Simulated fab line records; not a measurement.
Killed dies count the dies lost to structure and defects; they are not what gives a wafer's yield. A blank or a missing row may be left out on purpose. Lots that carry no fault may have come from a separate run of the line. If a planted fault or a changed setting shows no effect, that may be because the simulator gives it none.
fab line records -- flow nand-harc
[record] lots = 13, wafers = 39, last-day = 32
route steps=1302 shown A_CHANNEL_FILL_D1@493 A_DECK1_JOINT@527 A_ONON_D2@545 END@1302
lots that met no fault: from a run of the same line without faults
start-h: hours from the record's first day to the start of the lot's first wafer shown -- wait-h: hours elapsed since this lot's preceding step -- " as in the row above -- L1.1+2: a row that stands for several wafers -- - no value, or no start given -- * or withheld: withheld -- < > ~ a bound
route shown NAME@n: names a module that has steps shown in the file, with the first one's number in the route -- usual: average and standard deviation across the fault-free wafers -- same: alike in all rows -- chamber/n: place in a boat -- sites: each site's reading -- _std_site: their standard deviation -- _edge_site: outer sites' mean less inner sites' -- radius-mm: for every site, how far away it sits from the centre of the wafer -- mask NAME#n: copy n -- behind: the tool/chamber that last shaped the wafer -- hold: why the lot was held/for how many hours/how that ended -- device: the transistor (n, p or np) that didn't switch -- end of line: tests of these same wafers at the route's end -- step lacking rows: just its recipe -- killed: dies lost to structure and defects at the first sort, not the wafer's yield -- map: dies across one wafer; x = killed, . = not, _ = none there
set.NAME: the run value of the setting; set.NAME@STEP: its run value at that earlier step -- model.NAME: the simulator's own value behind a step, which no gauge read
route steps across a sampled set of lots; one table per step, one row per wafer
services: a tool's chamber out of use, with start hour (start-h, from the record's first day; less than 0 if before it), hours out, and reason
[[steps]]
[step NHARC_A_CHANNEL_FILL_D1_ALD_03]
[recipe] target-thk-a = 60, pulse-time-s = 60, ald-cycles = 58, temp-c = 630, pressure-torr = 2, material = SiNx
[usual] precursor-pulse-height-rel = 1.001/0.022
lot.wafer,tool,chamber,start-h,wait-h,precursor-pulse-height-rel
L403.2,ald-sin-batch-02,0,-,-,1.019
L403.3,ald-sin-batch-02,0,-,-,1.000
L403.4,ald-sin-batch-02,0,-,-,1.033
L404.2,ald-sin-batch-02,0,-,-,0.968
L404.5,ald-sin-batch-02,0,-,-,0.995
L404.6,ald-sin-batch-02,0,-,-,0.945
L405.2,ald-sin-batch-03,0,-,-,0.972
L405.3,ald-sin-batch-03,0,-,-,0.982
L405.6,ald-sin-batch-03,0,-,-,0.998
L406.2,ald-sin-batch-01,0,-,-,0.983
L406.3,ald-sin-batch-01,0,-,-,0.981
L406.4,ald-sin-batch-01,0,-,-,0.983
L411.2,ald-sin-batch-01,0,-,-,1.000
L411.4,ald-sin-batch-01,0,-,-,0.994
L411.5,ald-sin-batch-01,0,-,-,1.049
L412.1,ald-sin-batch-03,0,-,-,0.987
L412.3,ald-sin-batch-03,0,-,-,0.997
L412.4,ald-sin-batch-03,0,-,-,1.022
L413.1,ald-sin-batch-03,0,-,-,1.003
L413.3,ald-sin-batch-03,0,-,-,1.004
L413.4,ald-sin-batch-03,0,-,-,1.017
L418.4,ald-sin-batch-01,0,-,-,0.990
L418.5,ald-sin-batch-01,0,-,-,1.006
L418.6,ald-sin-batch-01,0,-,-,0.996
L419.3,ald-sin-batch-01,0,-,-,0.980
L419.4,ald-sin-batch-01,0,-,-,0.987
L419.5,ald-sin-batch-01,0,-,-,1.021
L420.3,ald-sin-batch-01,0,-,-,1.011
L420.4,ald-sin-batch-01,0,-,-,1.002
L420.5,ald-sin-batch-01,0,-,-,0.977
L422.2,ald-sin-batch-01,0,-,-,0.990
L422.3,ald-sin-batch-01,0,-,-,0.966
L422.6,ald-sin-batch-01,0,-,-,0.968
L424.2,ald-sin-batch-02,0,-,-,1.000
L424.3,ald-sin-batch-02,0,-,-,0.967
L424.5,ald-sin-batch-02,0,-,-,1.001
L425.3,ald-sin-batch-02,0,-,-,1.017
L425.5,ald-sin-batch-02,0,-,-,0.978
L425.6,ald-sin-batch-02,0,-,-,0.968
[step NHARC_A_CHANNEL_FILL_D1_INSPECT_13]
[usual] raw-defect-count = 333/120
lot.wafer,tool,chamber,start-h,wait-h,raw-defect-count
L403.2,defect-inspect-01,-,238.61,0.0,204
L403.3,defect-inspect-01,-,238.61,0.0,306
L403.4,defect-inspect-01,-,238.61,0.0,382
L404.2,defect-inspect-02,-,238.63,0.0,248
L404.5,defect-inspect-02,-,238.63,0.0,321
L404.6,defect-inspect-02,-,238.63,0.0,231
L405.2,defect-inspect-02,-,253.74,0.0,291
L405.3,defect-inspect-02,-,253.74,0.0,343
L405.6,defect-inspect-02,-,253.74,0.0,479
L406.2,defect-inspect-02,-,273.03,0.0,470
L406.3,defect-inspect-02,-,273.03,0.0,386
L406.4,defect-inspect-02,-,273.03,0.0,340
L411.2,defect-inspect-02,-,316.74,0.0,180
L411.4,defect-inspect-02,-,316.74,0.0,272
L411.5,defect-inspect-02,-,316.74,0.0,293
L413.1,defect-inspect-02,-,327.91,0.0,317
L413.3,defect-inspect-02,-,327.91,0.0,484
L413.4,defect-inspect-02,-,327.91,0.0,299
L412.1,defect-inspect-01,-,327.91,0.0,221
L412.3,defect-inspect-01,-,327.91,0.0,382
L412.4,defect-inspect-01,-,327.91,0.0,369
L418.4,defect-inspect-02,-,387.56,0.0,563
L418.5,defect-inspect-02,-,387.56,0.0,398
L418.6,defect-inspect-02,-,387.56,0.0,390
L419.3,defect-inspect-02,-,397.00,0.0,778
L419.4,defect-inspect-02,-,397.00,0.0,549
L419.5,defect-inspect-02,-,397.00,0.0,378
L420.3,defect-inspect-01,-,420.14,0.0,278
L420.4,defect-inspect-01,-,420.14,0.0,336
L420.5,defect-inspect-01,-,420.14,0.0,250
L422.2,defect-inspect-02,-,435.35,0.0,218
L422.3,defect-inspect-02,-,435.35,0.0,299
L422.6,defect-inspect-02,-,435.35,0.0,332
L425.3,defect-inspect-01,-,449.08,0.0,685
L425.5,defect-inspect-01,-,449.08,0.0,449
L425.6,defect-inspect-01,-,449.08,0.0,369
L424.2,defect-inspect-01,-,449.14,0.0,351
L424.3,defect-inspect-01,-,449.14,0.0,286
L424.5,defect-inspect-01,-,449.14,0.0,309
[step NHARC_A_DECK1_JOINT_CMP_13]
[recipe] target-thk-nm = 51.023
[usual] motor-current-A = 12.3/1.1, time-to-endpoint-s = 10.2/3
lot.wafer,tool,chamber,start-h,wait-h,motor-current-A,time-to-endpoint-s
L403.2,cmp-04,1,249.09,0.4,13.2,8.8
L403.3,cmp-04,2,249.09,0.4,11.9,9.8
L403.4,cmp-04,3,249.09,0.4,11.2,8.8
L404.2,cmp-02,0,249.12,0.4,13.8,7.1
L404.6,cmp-02,2,249.12,0.4,14.1,8.7
L404.5,cmp-02,3,249.12,0.4,13.9,9.4
L405.3,cmp-04,0,264.09,0.4,10.9,7.9
L405.2,cmp-04,3,264.09,0.4,10.7,9.2
L405.6,cmp-04,0,264.09,0.4,10.9,8.0
L406.4,cmp-03,0,283.36,0.4,13.0,4.8
L406.2,cmp-03,1,283.36,0.4,12.7,8.3
L406.3,cmp-03,2,283.36,0.4,13.6,12.7
L411.2,cmp-02,0,327.11,0.4,13.6,5.1
L411.4,cmp-02,1,327.11,0.4,11.1,13.9
L411.5,cmp-02,0,327.11,0.4,12.6,5.2
L412.3,cmp-04,1,338.21,0.4,12.3,14.6
L412.1,cmp-04,2,338.21,0.4,11.6,9.9
L412.4,cmp-04,0,338.21,0.4,10.6,9.1
L413.1,cmp-03,0,338.23,0.4,12.7,6.9
L413.4,cmp-03,1,338.23,0.4,12.6,8.2
L413.3,cmp-03,2,338.23,0.4,14.7,15.5
L418.4,cmp-04,1,397.91,0.4,13.2,13.1
L418.6,cmp-04,0,397.91,0.4,11.7,8.4
L418.5,cmp-04,1,397.91,0.4,13.2,10.5
L419.3,cmp-03,2,407.40,0.4,13.8,14.1
L419.4,cmp-03,0,407.40,0.4,13.0,2.1
L419.5,cmp-03,1,407.40,0.4,12.2,7.6
L420.3,cmp-03,3,430.36,0.4,12.2,10.4
L420.4,cmp-03,1,430.36,0.4,13.5,8.1
L420.5,cmp-03,2,430.36,0.4,14.2,14.2
L422.3,cmp-04,1,445.70,0.4,11.9,12.8
L422.2,cmp-04,0,445.70,0.4,11.3,9.3
L422.6,cmp-04,2,445.70,0.4,12.0,12.4
L424.2,cmp-04,1,459.35,0.4,13.2,14.4
L424.3,cmp-04,2,459.35,0.4,11.6,14.0
L424.5,cmp-04,3,459.35,0.4,11.1,12.2
L425.3,cmp-04,3,459.47,0.5,11.7,11.7
L425.5,cmp-04,2,459.47,0.5,12.0,11.8
L425.6,cmp-04,3,459.47,0.5,11.8,11.5
[step NHARC_A_ONON_D2_DEP_00]
[recipe] target-thk-a = 10000, n2-flow-sccm = 2750, n2o-flow-sccm = 2000, nh3-flow-sccm = 500, sih4-flow-sccm = 210, temp-c = 400
lot.wafer,tool,chamber,start-h,wait-h
L404.2+5+6,pecvd-onon-02,0,274.64,0.1
L403.2+3+4,pecvd-onon-02,0,274.99,0.3
L405.2+3+6,pecvd-onon-02,0,295.06,0.1
L406.2+3+4,pecvd-onon-04,0,306.80,0.1
L411.2+4+5,pecvd-onon-04,0,355.18,0.1
L413.1+3+4,pecvd-onon-02,0,361.37,0.1
L412.1+3+4,pecvd-onon-04,0,361.38,0.1
L418.4+5+6,pecvd-onon-02,0,431.53,0.2
L419.3+4+5,pecvd-onon-02,0,437.97,0.2
L420.3+4+5,pecvd-onon-04,0,457.62,0.2
L422.2+3+6,pecvd-onon-04,0,469.00,0.1
L425.3+5+6,pecvd-onon-03,0,481.53,0.2
L424.2+3+5,pecvd-onon-04,0,481.57,0.1
[step NHARC_A_ONON_D2_THK_MEAS_02]
[recipe] thk-meas-gauge = ellipsometry
[usual] thk-nm = 1002/10
lot.wafer,tool,chamber,start-h,wait-h,thk-nm
L404.2,film-metro-02,-,275.09,-,1003
L404.5,film-metro-02,-,275.09,-,1004
L404.6,film-metro-02,-,275.09,-,1005
L403.2,film-metro-02,-,275.44,-,1012
L403.3,film-metro-02,-,275.44,-,1013
L403.4,film-metro-02,-,275.44,-,1012
L405.2,film-metro-01,-,295.51,-,985
L405.3,film-metro-01,-,295.51,-,987
L405.6,film-metro-01,-,295.51,-,986
L406.2,film-metro-01,-,307.24,-,1007
L406.3,film-metro-01,-,307.24,-,1007
L406.4,film-metro-01,-,307.24,-,1005
L411.2,film-metro-01,-,355.63,-,366
L411.4,film-metro-01,-,355.63,-,365
L411.5,film-metro-01,-,355.63,-,366
L413.1,film-metro-02,-,361.88,-,1001
L413.3,film-metro-02,-,361.88,-,1000
L413.4,film-metro-02,-,361.88,-,999
L412.1,film-metro-01,-,361.89,-,379
L412.3,film-metro-01,-,361.89,-,382
L412.4,film-metro-01,-,361.89,-,379
L418.4,film-metro-01,-,431.87,-,1008
L418.5,film-metro-01,-,431.87,-,1011
L418.6,film-metro-01,-,431.87,-,1012
L419.3,film-metro-01,-,438.37,-,1007
L419.4,film-metro-01,-,438.37,-,1007
L419.5,film-metro-01,-,438.37,-,1006
L420.3,film-metro-01,-,458.02,-,1001
L420.4,film-metro-01,-,458.02,-,1000
L420.5,film-metro-01,-,458.02,-,999
L422.2,film-metro-01,-,469.46,-,1002
L422.3,film-metro-01,-,469.46,-,1003
L422.6,film-metro-01,-,469.46,-,1001
L425.3,film-metro-01,-,481.92,-,992
L425.5,film-metro-01,-,481.92,-,990
L425.6,film-metro-01,-,481.92,-,991
L424.2,film-metro-02,-,482.03,-,1011
L424.3,film-metro-02,-,482.03,-,1011
L424.5,film-metro-02,-,482.03,-,1009
[step NHARC_END_SORT_01]
[recipe] temp-c = 25
[usual] killed-at-array = 54/12, killed-at-other = 0.7/1.1, killed-at-periphery = 3.9/2.8, killed-dies = 59/13, killed-open = 3.4/2, killed-short = 2.5/1.7
[same] gross-dies = 677
lot.wafer,tool,chamber,start-h,wait-h,killed-at-array,killed-at-other,killed-at-periphery,killed-dies,killed-open,killed-short
L411.2,prober-02,0,639.53,2.8,672,0,5,677,5,0
L411.4,prober-02,0,641.14,3.4,668,1,8,677,4,5
L411.5,prober-02,0,641.95,3.7,675,0,2,677,2,0
L412.1,prober-01,0,651.88,2.5,670,3,4,677,5,3
L412.3,prober-01,0,653.47,3.1,672,3,2,677,2,1
L412.4,prober-01,0,654.26,3.4,671,4,2,677,4,0
// killed by level:class
L411.2 A_ONON_D2:area-dep=617 A_CHANNEL_HOLE_D1:chamber-film-flake=31 A_CHANNEL_HOLE_D2:chamber-film-flake=12 A_WL_FILL:chamber-film-flake=5 A_CONTACT:chamber-film-flake=3 A_CHANNEL_FILL_D1:geometric-particle:open=2 P_GATE:chamber-film-flake=2 P_M0:geometric-particle:open=1
L411.4 A_ONON_D2:area-dep=615 A_CHANNEL_HOLE_D1:chamber-film-flake=26 A_CHANNEL_HOLE_D2:chamber-film-flake=13 A_WL_FILL:chamber-film-flake=3 P_CONTACT:geometric-particle:short=2 P_GATE:chamber-film-flake=2 A_CONTACT:chamber-film-flake=2 P_CONTACT:geometric-particle:open=1
L411.5 A_ONON_D2:area-dep=630 A_CHANNEL_HOLE_D1:chamber-film-flake=27 A_CHANNEL_HOLE_D2:chamber-film-flake=5 A_CONTACT:chamber-film-flake=5 A_STAIRCASE:chamber-film-flake=2 A_WL_FILL:chamber-film-flake=2 A_CHANNEL_FILL_D2:geometric-particle:open=1 A_CONTACT:geometric-particle:open=1
L412.1 A_ONON_D2:area-dep=616 A_SLIT:chamber-film-flake=27 A_CHANNEL_HOLE_D2:chamber-film-flake=10 P_BONDPAD:chamber-film-flake=3 A_CHANNEL_HOLE_D1:chamber-film-flake=3 THIN_TSV:chamber-film-flake=3 A_M0:geometric-particle:open=2 A_CHANNEL_FILL_D2:chamber-film-flake=2
L412.3 A_ONON_D2:area-dep=620 A_SLIT:chamber-film-flake=26 A_CHANNEL_HOLE_D2:chamber-film-flake=13 A_CHANNEL_FILL_D2:chamber-film-flake=3 A_WL_FILL:chamber-film-flake=3 A_BLC:chamber-film-flake=3 THIN_TSV:chamber-film-flake=3 P_CONTACT:geometric-particle:open=2
L412.4 A_ONON_D2:area-dep=611 A_SLIT:chamber-film-flake=31 A_CHANNEL_HOLE_D2:chamber-film-flake=12 A_CHANNEL_HOLE_D1:chamber-film-flake=4 A_BLC:chamber-film-flake=4 THIN_TSV:chamber-film-flake=3 P_BONDPAD:chamber-film-flake=2 A_CHANNEL_FILL_D2:chamber-film-flake=2
[[services]]
tool,chamber,start-h,hours,kind
ald-sin-batch-02,-,173.52,11.2,repair
pecvd-onon-02,-,185.34,13.0,pm
cmp-04,-,193.94,1.5,repair
cmp-03,-,202.46,21.5,repair
cmp-04,-,209.05,4.0,pm
cmp-03,-,260.79,4.0,pm
ald-sin-batch-02,-,266.00,26.0,pm
cmp-04,-,272.24,0.2,repair
cmp-04,-,273.79,0.8,repair
cmp-03,-,289.87,1.7,repair
cmp-04,-,299.91,2.3,repair
cmp-04,-,307.05,4.0,pm
cmp-03,-,309.50,0.2,repair
pecvd-onon-04,-,311.03,13.0,pm
cmp-04,-,318.60,2.3,repair
cmp-04,-,325.62,3.8,repair
cmp-04,-,333.20,0.5,repair
cmp-03,-,358.79,4.0,pm
pecvd-onon-02,-,366.34,13.0,pm
cmp-04,-,405.05,4.0,pm
cmp-03,-,416.31,0.4,repair
ald-sin-batch-02,-,441.96,4.9,repair
cmp-04,-,450.65,1.3,repair
cmp-04,-,478.76,1.7,repair
[[key]]
[first-sign] step = NHARC_A_ONON_D2_THK_MEAS_02, reading = thk-nm, direction = down, sigmas = 63, usual = 1002, struck = 373
[effect] step = NHARC_END_SORT_01, reading = killed-at-array, direction = up, sigmas = 50, usual = 54, struck = 671
[more-kills-born-at] NHARC_A_ONON_D2_DEP_00@pecvd-onon-04 = 3709
met-at NHARC_A_ONON_D2_DEP_00
struck-lots L411,L412
later-rows-left-out L411.2,L411.4,L411.5,L412.1,L412.3,L412.4
tester-left-out L411,L412
not-acting-at NHARC_A_CHANNEL_FILL_D1_ALD_03,NHARC_A_CHANNEL_FILL_D1_INSPECT_13,NHARC_A_DECK1_JOINT_CMP_13
onset-between 306.80 355.18
[fault] kind = process-parameter-drift, tool = pecvd-onon-04, chamber = -, onset-h = 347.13, steps = NHARC_A_ONON_D2_DEP_00, channel = target-thk-a, offset = *, shape = step, end-h = 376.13, acts-in = *, stated = *
// tester-left-out: of these lots the tester's yield and bins aren't shown, on N5 and GAA mostly nor the transistor test; their killed dies are dies lost to structure and defects alone, not to doping, threshold or leakage, so they don't give the yield
// later-rows-left-out: the simulator's readings of these wafers behind a module that went badly wrong aren't trusted and aren't shown, but for the sort
